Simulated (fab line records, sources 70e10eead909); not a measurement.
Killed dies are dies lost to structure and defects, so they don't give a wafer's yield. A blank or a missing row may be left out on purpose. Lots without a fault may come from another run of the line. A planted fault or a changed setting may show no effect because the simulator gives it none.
Which tool did it? | flow nand_harc | 24 lots, 72 wafers sampled, at 6 steps of a route of 1302

WHAT THE GAUGES READ, wafer by wafer
The record holds no reading of a measuring or inspecting step that can be judged against a usual standard deviation.

WHICH TOOL RAN EACH LOT (tool, then ch and the chambers of the sampled wafers, then the start)
lot  | NHARC_P_M1_PRE_CLEAN_30                 | NHARC_P_M1_PVD_20                       | NHARC_P_BONDPAD_DESCUM_11          | NHARC_P_BONDPAD_STRIP_15           | NHARC_P_BONDPAD_DEGAS_25     | NHARC_P_BONDPAD_ACTIVATE_29
L074 | pvd_sputter-02, day 6 12:49 or earlier  | pvd_sputter-02, day 6 12:49 or earlier  | rie_diel-04 ch 0,1,2, day 6 12:49  | rie_diel-02 ch 0,1, day 6 13:11    | pvd_sputter-02, day 6 13:45  | rie_diel-04 ch 0,1, day 6 15:26
L075 | pvd_sputter-02, day 7 02:25 or earlier  | pvd_sputter-02, day 7 02:25 or earlier  | rie_diel-07 ch 1,2,3, day 7 02:25  | rie_diel-04 ch 1,2,3, day 7 02:49  | pvd_sputter-01, day 7 03:20  | rie_diel-07 ch 0,2, day 7 05:03
L076 | pvd_sputter-01, day 7 09:38 or earlier  | pvd_sputter-01, day 7 09:38 or earlier  | rie_diel-04 ch 1,2, day 7 09:38    | rie_diel-07 ch 0,1,3, day 7 10:03  | pvd_sputter-01, day 7 10:35  | rie_diel-04 ch 0,3, day 7 12:15
L077 | pvd_sputter-02, day 7 21:01 or earlier  | pvd_sputter-02, day 7 21:01 or earlier  | rie_diel-04 ch 0,2, day 7 21:01    | rie_diel-02 ch 0,1, day 7 21:25    | pvd_sputter-02, day 7 21:58  | rie_diel-04 ch 0,1, day 7 23:39
L078 | pvd_sputter-03, day 8 08:43 or earlier  | pvd_sputter-03, day 8 08:43 or earlier  | rie_diel-07 ch 0,2,3, day 8 08:43  | rie_diel-02 ch 0,1, day 8 09:06    | pvd_sputter-02, day 8 09:38  | rie_diel-07 ch 0,3, day 8 11:19
L079 | pvd_sputter-02, day 8 20:53 or earlier  | pvd_sputter-02, day 8 20:53 or earlier  | rie_diel-04 ch 0,2,3, day 8 20:53  | rie_diel-02 ch 0,2,3, day 8 21:17  | pvd_sputter-03, day 8 21:49  | rie_diel-07 ch 1,2,3, day 8 23:31
L080 | pvd_sputter-02, day 9 10:20 or earlier  | pvd_sputter-02, day 9 10:20 or earlier  | rie_diel-07 ch 1,2, day 9 10:20    | rie_diel-04 ch 0,2,3, day 9 10:45  | pvd_sputter-01, day 9 11:19  | rie_diel-04 ch 0,2,3, day 9 13:00
L081 | pvd_sputter-01, day 9 10:57 or earlier  | pvd_sputter-01, day 9 10:57 or earlier  | rie_diel-02 ch 0,1,3, day 9 10:57  | rie_diel-07 ch 0,2,3, day 9 11:20  | pvd_sputter-02, day 9 11:53  | rie_diel-07 ch 0,2,3, day 9 13:35
L082 | pvd_sputter-02, day 9 22:45 or earlier  | pvd_sputter-02, day 9 22:45 or earlier  | rie_diel-02 ch 0,1,2, day 9 22:45  | rie_diel-04 ch 0,2,3, day 9 23:08  | pvd_sputter-02, day 9 23:44  | rie_diel-04 ch 2,3, day 10 01:25
L083 | pvd_sputter-02, day 10 10:52 or earlier | pvd_sputter-02, day 10 10:52 or earlier | rie_diel-07 ch 1,2,3, day 10 10:52 | rie_diel-04 ch 0,2,3, day 10 11:16 | pvd_sputter-01, day 10 11:52 | rie_diel-02 ch 0,2,3, day 10 13:34
L084 | pvd_sputter-03, day 10 16:55 or earlier | pvd_sputter-03, day 10 16:55 or earlier | rie_diel-04 ch 0,2, day 10 16:55   | rie_diel-02 ch 1,3, day 10 17:21   | pvd_sputter-02, day 10 17:55 | rie_diel-07 ch 0,2,3, day 10 19:35
L086 | pvd_sputter-03, day 11 06:30 or earlier | pvd_sputter-03, day 11 06:30 or earlier | rie_diel-07 ch 0,2, day 11 06:30   | rie_diel-04 ch 2,3, day 11 06:53   | pvd_sputter-03, day 11 07:29 | rie_diel-07 ch 0,1,3, day 11 09:11
L085 | pvd_sputter-02, day 11 07:44 or earlier | pvd_sputter-02, day 11 07:44 or earlier | rie_diel-07 ch 1,2,3, day 11 07:44 | rie_diel-04 ch 0,2, day 11 08:07   | pvd_sputter-03, day 11 08:43 | rie_diel-02 ch 0,1, day 11 10:25
L087 | pvd_sputter-02, day 12 04:33 or earlier | pvd_sputter-02, day 12 04:33 or earlier | rie_diel-07 ch 0,3, day 12 04:33   | rie_diel-07 ch 1,3, day 12 04:57   | pvd_sputter-01, day 12 05:29 | rie_diel-04 ch 0,2, day 12 07:11
L089 | pvd_sputter-01, day 12 19:44 or earlier | pvd_sputter-01, day 12 19:44 or earlier | rie_diel-07 ch 1,2, day 12 19:44   | rie_diel-04 ch 0,1,3, day 12 20:10 | pvd_sputter-03, day 12 20:42 | rie_diel-07 ch 1,2, day 12 22:23
L088 | pvd_sputter-02, day 12 23:09 or earlier | pvd_sputter-02, day 12 23:09 or earlier | rie_diel-07 ch 0,3, day 12 23:09   | rie_diel-07 ch 0,2,3, day 12 23:32 | pvd_sputter-01, day 13 00:06 | rie_diel-07 ch 1,3, day 13 01:49
L090 | pvd_sputter-01, day 13 09:09 or earlier | pvd_sputter-01, day 13 09:09 or earlier | rie_diel-04 ch 0,1,3, day 13 09:09 | rie_diel-02 ch 1,2, day 13 09:31   | pvd_sputter-01, day 13 10:05 | rie_diel-02 ch 1,2, day 13 11:46
L091 | pvd_sputter-01, day 13 13:15 or earlier | pvd_sputter-01, day 13 13:15 or earlier | rie_diel-04 ch 0,1,2, day 13 13:15 | rie_diel-02 ch 0,2,3, day 13 13:37 | pvd_sputter-01, day 13 14:10 | rie_diel-07 ch 0,1,2, day 13 15:52
L092 | pvd_sputter-02, day 14 02:48 or earlier | pvd_sputter-02, day 14 02:48 or earlier | rie_diel-02 ch 0,2,3, day 14 02:48 | rie_diel-04 ch 0,1,2, day 14 03:11 | pvd_sputter-03, day 14 03:44 | rie_diel-07 ch 0,1,2, day 14 05:26
L093 | pvd_sputter-03, day 14 15:33 or earlier | pvd_sputter-03, day 14 15:33 or earlier | rie_diel-04 ch 0,1, day 14 15:33   | rie_diel-07 ch 0,1, day 14 15:56   | pvd_sputter-01, day 14 16:29 | rie_diel-04 ch 0,1,2, day 14 18:09
L094 | pvd_sputter-02, day 15 01:36 or earlier | pvd_sputter-02, day 15 01:36 or earlier | rie_diel-04 ch 0,1,3, day 15 01:36 | rie_diel-02 ch 0,2, day 15 01:59   | pvd_sputter-02, day 15 02:32 | rie_diel-07 ch 0,1,2, day 15 04:22
L095 | pvd_sputter-01, day 15 02:58 or earlier | pvd_sputter-01, day 15 02:58 or earlier | rie_diel-07 ch 1,2, day 15 02:58   | rie_diel-04 ch 0,1,2, day 15 03:23 | pvd_sputter-02, day 15 03:53 | rie_diel-04 ch 1,2, day 15 05:37
L096 | pvd_sputter-02, day 15 16:14 or earlier | pvd_sputter-02, day 15 16:14 or earlier | rie_diel-04 ch 0,1,3, day 15 16:14 | rie_diel-07 ch 1,2,3, day 15 16:37 | pvd_sputter-02, day 15 17:10 | rie_diel-07 ch 0,1,3, day 15 19:10
L097 | pvd_sputter-01, day 16 00:19 or earlier | pvd_sputter-01, day 16 00:19 or earlier | rie_diel-07 ch 1,2,3, day 16 00:19 | rie_diel-07 ch 1,2,3, day 16 00:44 | pvd_sputter-02, day 16 01:20 | rie_diel-02 ch 1,3, day 16 03:01
- NHARC_P_M1_PRE_CLEAN_30: time 30 s.
- NHARC_P_M1_PVD_20: deposits TaN, target thk 5 nm, time 8.06 s.
- NHARC_P_BONDPAD_DESCUM_11: chemistry O2, time 3 s.
- NHARC_P_BONDPAD_STRIP_15: strips in O2.
- NHARC_P_BONDPAD_DEGAS_25: time 60 s.
- NHARC_P_BONDPAD_ACTIVATE_29: chemistry N2, time 60 s.

WHAT THE TOOLS THEMSELVES READ (means of the sampled wafers that have a number; where no wafer has one, the mark that the record gives instead)
NHARC_P_M1_PRE_CLEAN_30. Usual: heater_power_w 394 W, standard deviation 39.
lot  | tool           | heater_power_w (W) | flag
L074 | pvd_sputter-02 | 399                |
L075 | pvd_sputter-02 | 376                |
L076 | pvd_sputter-01 | 426                |
L077 | pvd_sputter-02 | 411                |
L078 | pvd_sputter-03 | 420                |
L079 | pvd_sputter-02 | 339                |
L080 | pvd_sputter-02 | 398                |
L081 | pvd_sputter-01 | 427                |
L082 | pvd_sputter-02 | 399                |
L083 | pvd_sputter-02 | 401                |
L084 | pvd_sputter-03 | 410                |
L086 | pvd_sputter-03 | 400                |
L085 | pvd_sputter-02 | 411                |
L087 | pvd_sputter-02 | 394                |
L089 | pvd_sputter-01 | 431                |
L088 | pvd_sputter-02 | 408                |
L090 | pvd_sputter-01 | 411                |
L091 | pvd_sputter-01 | 404                |
L092 | pvd_sputter-02 | 371                |
L093 | pvd_sputter-03 | 409                |
L094 | pvd_sputter-02 | 370                |
L095 | pvd_sputter-01 | 411                |
L096 | pvd_sputter-02 | 391                |
L097 | pvd_sputter-01 | 435                |

NHARC_P_M1_PVD_20. Usual: substrate_temp_c 50.00 C, standard deviation 0.11; throttle_valve_pct 29.8 %, standard deviation 0.99.
lot  | tool           | substrate_temp_c (C) | throttle_valve_pct (%) | flag
L074 | pvd_sputter-02 | 49.95                | 29.5                   |
L075 | pvd_sputter-02 | 49.98                | 29.5                   |
L076 | pvd_sputter-01 | 49.97                | 30.2                   |
L077 | pvd_sputter-02 | 50.07                | 28.9                   |
L078 | pvd_sputter-03 | 50.00                | 30.1                   |
L079 | pvd_sputter-02 | 50.00                | 29.6                   |
L080 | pvd_sputter-02 | 50.12                | 29.0                   |
L081 | pvd_sputter-01 | 50.08                | 30.0                   |
L082 | pvd_sputter-02 | 50.03                | 29.4                   |
L083 | pvd_sputter-02 | 49.90                | 29.5                   |
L084 | pvd_sputter-03 | 49.96                | 29.9                   |
L086 | pvd_sputter-03 | 49.88                | 30.6                   |
L085 | pvd_sputter-02 | 49.96                | 29.4                   |
L087 | pvd_sputter-02 | 49.98                | 30.0                   |
L089 | pvd_sputter-01 | 50.04                | 29.8                   |
L088 | pvd_sputter-02 | 50.04                | 30.4                   |
L090 | pvd_sputter-01 | 49.94                | 30.5                   |
L091 | pvd_sputter-01 | 50.04                | 30.2                   |
L092 | pvd_sputter-02 | 50.10                | 29.0                   |
L093 | pvd_sputter-03 | 49.91                | 29.9                   |
L094 | pvd_sputter-02 | 50.04                | 29.0                   |
L095 | pvd_sputter-01 | 50.04                | 30.4                   |
L096 | pvd_sputter-02 | 49.98                | 29.2                   |
L097 | pvd_sputter-01 | 50.05                | 30.5                   |

NHARC_P_BONDPAD_DESCUM_11. Usual: drypump_motor_current_A 5.9 A, standard deviation 0.35; oes_product_au 0.998 a.u., standard deviation 0.0099; rf_vpp_V 57.8 V, standard deviation 0.94; showerhead_plenum_p_Torr 1.92 Torr, standard deviation 0.085; throttle_valve_pct 11.310 %, standard deviation 0.0086.
lot  | tool        | drypump_motor_current_A (A) | oes_product_au (a.u.) | rf_vpp_V (V) | showerhead_plenum_p_Torr (Torr) | throttle_valve_pct (%) | flag
L074 | rie_diel-04 | 6.0                         | 1.006                 | 57.4         | 1.99                            | 11.302                 |
L075 | rie_diel-07 | 6.0                         | 1.005                 | 58.1         | 1.92                            | 11.318                 |
L076 | rie_diel-04 | 6.1                         | 0.994                 | 59.4         | 2.00                            | 11.314                 |
L077 | rie_diel-04 | 5.7                         | 1.002                 | 58.2         | 1.98                            | 11.299                 |
L078 | rie_diel-07 | 5.6                         | 0.999                 | 57.9         | 1.84                            | 11.305                 |
L079 | rie_diel-04 | 5.9                         | 0.997                 | 58.2         | 1.96                            | 11.320                 |
L080 | rie_diel-07 | 6.0                         | 0.998                 | 58.0         | 1.94                            | 11.319                 |
L081 | rie_diel-02 | 5.7                         | 0.993                 | 57.9         | 1.90                            | 11.305                 |
L082 | rie_diel-02 | 5.7                         | 0.996                 | 57.3         | 1.89                            | 11.310                 |
L083 | rie_diel-07 | 6.0                         | 0.994                 | 58.1         | 1.92                            | 11.307                 |
L084 | rie_diel-04 | 5.7                         | 1.003                 | 57.4         | 1.98                            | 11.307                 |
L086 | rie_diel-07 | 5.6                         | 0.992                 | 57.7         | 1.86                            | 11.308                 |
L085 | rie_diel-07 | 6.0                         | 0.991                 | 58.2         | 1.92                            | 11.312                 |
L087 | rie_diel-07 | 5.6                         | 1.001                 | 57.6         | 1.82                            | 11.313                 |
L089 | rie_diel-07 | 6.3                         | 0.993                 | 57.8         | 1.99                            | 11.301                 |
L088 | rie_diel-07 | 5.4                         | 1.004                 | 57.9         | 1.81                            | 11.313                 |
L090 | rie_diel-04 | 6.0                         | 1.006                 | 57.6         | 1.95                            | 11.313                 |
L091 | rie_diel-04 | 5.9                         | 0.996                 | 58.1         | 1.99                            | 11.309                 |
L092 | rie_diel-02 | 5.7                         | 1.000                 | 57.9         | 1.86                            | 11.307                 |
L093 | rie_diel-04 | 6.1                         | 1.012                 | 57.7         | 1.98                            | 11.310                 |
L094 | rie_diel-04 | 6.0                         | 0.998                 | 57.7         | 1.95                            | 11.305                 |
L095 | rie_diel-07 | 6.0                         | 0.983                 | 58.0         | 1.94                            | 11.301                 |
L096 | rie_diel-04 | 6.1                         | 0.996                 | 57.7         | 1.95                            | 11.312                 |
L097 | rie_diel-07 | 6.0                         | 0.997                 | 58.1         | 1.91                            | 11.309                 |

NHARC_P_BONDPAD_STRIP_15. Usual: drypump_motor_current_A 5.8 A, standard deviation 0.31; oes_product_au 0.998 a.u., standard deviation 0.01; rf_vpp_V 57.8 V, standard deviation 0.87; showerhead_plenum_p_Torr 3.52 Torr, standard deviation 0.15; throttle_valve_pct 17.036 %, standard deviation 0.009.
lot  | tool        | drypump_motor_current_A (A) | oes_product_au (a.u.) | rf_vpp_V (V) | showerhead_plenum_p_Torr (Torr) | throttle_valve_pct (%) | flag
L074 | rie_diel-02 | 5.7                         | 0.998                 | 58.3         | 3.62                            | 17.047                 |
L075 | rie_diel-04 | 6.2                         | 1.001                 | 57.4         | 3.63                            | 17.037                 |
L076 | rie_diel-07 | 5.8                         | 1.001                 | 58.4         | 3.50                            | 17.037                 |
L077 | rie_diel-02 | 5.7                         | 1.001                 | 57.8         | 3.62                            | 17.042                 |
L078 | rie_diel-02 | 5.7                         | 0.999                 | 58.5         | 3.55                            | 17.034                 |
L079 | rie_diel-02 | 5.7                         | 0.994                 | 57.8         | 3.44                            | 17.026                 |
L080 | rie_diel-04 | 5.9                         | 1.002                 | 58.0         | 3.61                            | 17.040                 |
L081 | rie_diel-07 | 5.6                         | 1.007                 | 58.0         | 3.40                            | 17.030                 |
L082 | rie_diel-04 | 5.9                         | 0.990                 | 57.1         | 3.60                            | 17.032                 |
L083 | rie_diel-04 | 5.9                         | 0.991                 | 57.3         | 3.60                            | 17.031                 |
L084 | rie_diel-02 | 5.7                         | 1.010                 | 58.1         | 3.44                            | 17.039                 |
L086 | rie_diel-04 | 6.0                         | 0.990                 | 57.8         | 3.64                            | 17.036                 |
L085 | rie_diel-04 | 5.8                         | 0.990                 | 58.4         | 3.67                            | 17.032                 |
L087 | rie_diel-07 | 6.0                         | 1.005                 | 57.5         | 3.49                            | 17.037                 |
L089 | rie_diel-04 | 6.1                         | 0.995                 | 57.8         | 3.59                            | 17.043                 |
L088 | rie_diel-07 | 5.6                         | 1.002                 | 57.7         | 3.40                            | 17.028                 |
L090 | rie_diel-02 | 5.8                         | 0.993                 | 57.4         | 3.35                            | 17.046                 |
L091 | rie_diel-02 | 5.7                         | 1.008                 | 57.9         | 3.44                            | 17.036                 |
L092 | rie_diel-04 | 6.0                         | 0.998                 | 58.0         | 3.65                            | 17.044                 |
L093 | rie_diel-07 | 5.7                         | 1.006                 | 57.3         | 3.49                            | 17.037                 |
L094 | rie_diel-02 | 5.7                         | 1.003                 | 58.0         | 3.55                            | 17.037                 |
L095 | rie_diel-04 | 6.0                         | 0.999                 | 58.7         | 3.65                            | 17.039                 |
L096 | rie_diel-07 | 6.0                         | 0.997                 | 57.3         | 3.53                            | 17.041                 |
L097 | rie_diel-07 | 6.0                         | 0.992                 | 57.6         | 3.53                            | 17.032                 |

NHARC_P_BONDPAD_DEGAS_25. Usual: heater_power_w 455 W, standard deviation 43.
lot  | tool           | heater_power_w (W) | flag
L074 | pvd_sputter-02 | 465                |
L075 | pvd_sputter-01 | 484                |
L076 | pvd_sputter-01 | 482                |
L077 | pvd_sputter-02 | 455                |
L078 | pvd_sputter-02 | 448                |
L079 | pvd_sputter-03 | 451                |
L080 | pvd_sputter-01 | 488                |
L081 | pvd_sputter-02 | 459                |
L082 | pvd_sputter-02 | 411                |
L083 | pvd_sputter-01 | 482                |
L084 | pvd_sputter-02 | 416                |
L086 | pvd_sputter-03 | 447                |
L085 | pvd_sputter-03 | 466                |
L087 | pvd_sputter-01 | 468                |
L089 | pvd_sputter-03 | 465                |
L088 | pvd_sputter-01 | 467                |
L090 | pvd_sputter-01 | 462                |
L091 | pvd_sputter-01 | 482                |
L092 | pvd_sputter-03 | 436                |
L093 | pvd_sputter-01 | 479                |
L094 | pvd_sputter-02 | 431                |
L095 | pvd_sputter-02 | 467                |
L096 | pvd_sputter-02 | 469                |
L097 | pvd_sputter-02 | 425                |

NHARC_P_BONDPAD_ACTIVATE_29. Usual: drypump_motor_current_A 5.8 A, standard deviation 0.39; oes_product_au 1.000 a.u., standard deviation 0.0095; rf_vpp_V 64.1 V, standard deviation 0.89; showerhead_plenum_p_Torr 1.77 Torr, standard deviation 0.082.
lot  | tool        | drypump_motor_current_A (A) | oes_product_au (a.u.) | rf_vpp_V (V) | showerhead_plenum_p_Torr (Torr) | flag
L074 | rie_diel-04 | 6.1                         | 0.993                 | 64.6         | 1.83                            |
L075 | rie_diel-07 | 5.6                         | 0.993                 | 63.7         | 1.72                            |
L076 | rie_diel-04 | 5.9                         | 1.005                 | 64.4         | 1.78                            |
L077 | rie_diel-04 | 5.9                         | 0.997                 | 63.9         | 1.82                            |
L078 | rie_diel-07 | 5.6                         | 1.003                 | 64.3         | 1.68                            |
L079 | rie_diel-07 | 6.0                         | 0.996                 | 63.7         | 1.77                            |
L080 | rie_diel-04 | 5.8                         | 0.995                 | 63.3         | 1.81                            |
L081 | rie_diel-07 | 5.6                         | 1.004                 | 63.5         | 1.70                            |
L082 | rie_diel-04 | 6.0                         | 0.988                 | 64.5         | 1.83                            |
L083 | rie_diel-02 | 5.7                         | 0.998                 | 64.5         | 1.72                            |
L084 | rie_diel-07 | 5.6                         | 0.997                 | 63.5         | 1.70                            |
L086 | rie_diel-07 | 5.8                         | 1.004                 | 63.5         | 1.75                            |
L085 | rie_diel-02 | 5.7                         | 1.010                 | 64.4         | 1.81                            |
L087 | rie_diel-04 | 5.7                         | 0.995                 | 64.6         | 1.83                            |
L089 | rie_diel-07 | 6.3                         | 0.998                 | 64.8         | 1.84                            |
L088 | rie_diel-07 | 6.3                         | 1.001                 | 64.8         | 1.82                            |
L090 | rie_diel-02 | 5.7                         | 1.004                 | 63.2         | 1.67                            |
L091 | rie_diel-07 | 5.8                         | 0.995                 | 64.2         | 1.77                            |
L092 | rie_diel-07 | 5.8                         | 0.984                 | 63.5         | 1.77                            |
L093 | rie_diel-04 | 6.0                         | 0.994                 | 64.7         | 1.84                            |
L094 | rie_diel-07 | 5.8                         | 0.995                 | 63.5         | 1.77                            |
L095 | rie_diel-04 | 6.2                         | 1.003                 | 64.2         | 1.85                            |
L096 | rie_diel-07 | 5.8                         | 0.997                 | 63.7         | 1.75                            |
L097 | rie_diel-02 | 5.7                         | 1.001                 | 64.4         | 1.72                            |

THE ANSWER, worked out from the rows above alone
Rule: a lot is off if the mean of its wafers that have a number lies more than 3 standard deviations from the usual mean. A lot without any number at a reading at which 4 lots or more have one is off too. The other lots that the step has rows for count as sound. The gauges are gone through in route order, then the tools' own readings, and for those a lot's mean is taken as printed above. The first step at which some lot is off is used, and at that step the reading that is off furthest; a lot without a number counts as furthest.
No lot is off at any reading shown: from this, nothing can be told.

WHAT THE SIMULATOR HAD PUT IN
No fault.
